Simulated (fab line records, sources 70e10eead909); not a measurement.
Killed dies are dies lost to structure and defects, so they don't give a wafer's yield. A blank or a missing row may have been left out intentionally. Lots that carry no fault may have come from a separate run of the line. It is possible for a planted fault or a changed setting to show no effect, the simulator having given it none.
Matching of chambers -- flow nand_harc -- NHARC_P_ZERO_WELL_DESCUM_54 on rie_diel-13 has 4 sister chambers
The step chemistry O2, time 3 s. 8 wafers are shown with their chamber, then 10 later ones without.

## WAFERS, EACH WITH ITS CHAMBER
wafer,chamber,showerhead_plenum_p_Torr (Torr),rf_vpp_V (V)
L077.6,2,2.01,58.0
L079.2,0,1.85,56.6
L081.1,3,1.99,58.1
L081.6,3,1.99,58.3
L083.3,0,1.85,56.2
L083.4,2,2.00,58.5
L085.1,1,1.99,58.4
L085.5,1,1.99,56.6

## WAFERS WITH NO CHAMBER GIVEN
wafer,showerhead_plenum_p_Torr (Torr),rf_vpp_V (V)
L085.6,2.00,57.5
L086.2,1.99,57.9
L086.3,1.85,56.7
L086.5,2.01,57.8
L095.3,1.98,57.8
L095.5,2.00,58.1
L095.6,1.98,58.6
L097.2,1.98,59.2
L097.3,1.99,57.4
L097.5,1.99,57.9

## CHAMBER TAKEN BY EACH
wafer,from the rows above,in truth
L085.6,can't be placed: 2 or 1 or 3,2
L086.2,can't be placed: 3 or 1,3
L086.3,0,0
L086.5,2,2
L095.3,can't be placed: 1 or 3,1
L095.5,can't be placed: 2 or 3 or 1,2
L095.6,can't be placed: 3 or 1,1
L097.2,can't be placed: 3 or 1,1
L097.3,can't be placed: 1 or 3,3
L097.5,can't be placed: 3 or 1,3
Correctly placed: 2 of 10. Not placeable from these rows: 8 (in 8, the candidates include the true chamber). Number placed wrongly: 0.
How it was worked out, from the rows above alone: a wafer's distance from a chamber is the root of the sum, over the readings, of the square of ((its reading less the chamber's mean) divided by the reading's scatter). If the next closest chamber is less than 2 further off than the closest, the wafer can't be placed; otherwise it belongs to the closest. Each chamber's mean is taken over the wafers shown for it. How the scatter is found: for the shown wafers, subtract from each reading the mean of its chamber, square and add these, divide the total by (wafers less chambers), then take the root.
